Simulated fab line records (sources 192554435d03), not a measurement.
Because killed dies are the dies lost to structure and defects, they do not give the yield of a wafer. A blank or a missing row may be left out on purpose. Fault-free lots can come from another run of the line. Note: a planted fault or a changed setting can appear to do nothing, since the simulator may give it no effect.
Matching of chambers ; flow n5-finfet ; N5_BEOL_M11_STRIP_36 on rie-diel-02: 4 sister chambers
The step strips in N2/H2. 4 wafers are shown with their chamber, then 9 later ones without.

EACH WAFER AND ITS CHAMBER
wafer;chamber;showerhead-plenum-p-Torr (Torr)
L082.6;2;2.39
L085.1;3;2.64
L085.2;0;2.47
L085.5;1;2.51

WAFERS MISSING THEIR CHAMBER
wafer;showerhead-plenum-p-Torr (Torr)
L089.1;2.51
L089.5;2.51
L089.6;2.64
L088.2;2.46
L088.4;2.46
L088.5;2.51
L096.1;2.70
L096.4;2.63
L096.5;2.70

EACH ONE'S CHAMBER
wafer;from the rows above;in truth
L089.1;can't be placed: 1 or 0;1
L089.5;can't be placed: 1 or 0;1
L089.6;3;3
L088.2;can't be placed: 0 or 1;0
L088.4;can't be placed: 0 or 1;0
L088.5;can't be placed: 1 or 0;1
L096.1;3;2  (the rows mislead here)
L096.4;3;3
L096.5;3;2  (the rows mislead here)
Correctly placed: 2 of 9. Cannot be placed on the basis of these rows: 5; the candidates contain the true chamber in 5. Placed wrongly: 2.
How it was worked out, from the rows above alone: a wafer's distance from a chamber is the root of the sum, over the readings, of the square of ((its reading less the chamber's mean) divided by the reading's scatter). If the next closest chamber is less than 2 further off than the closest, the wafer can't be placed; otherwise it belongs to the closest. For every chamber, the mean is computed from those of its wafers that are shown. The scatter (one wafer shown for each chamber): square how far every hidden wafer sits from the nearest shown wafer, average those squares and take the square root.
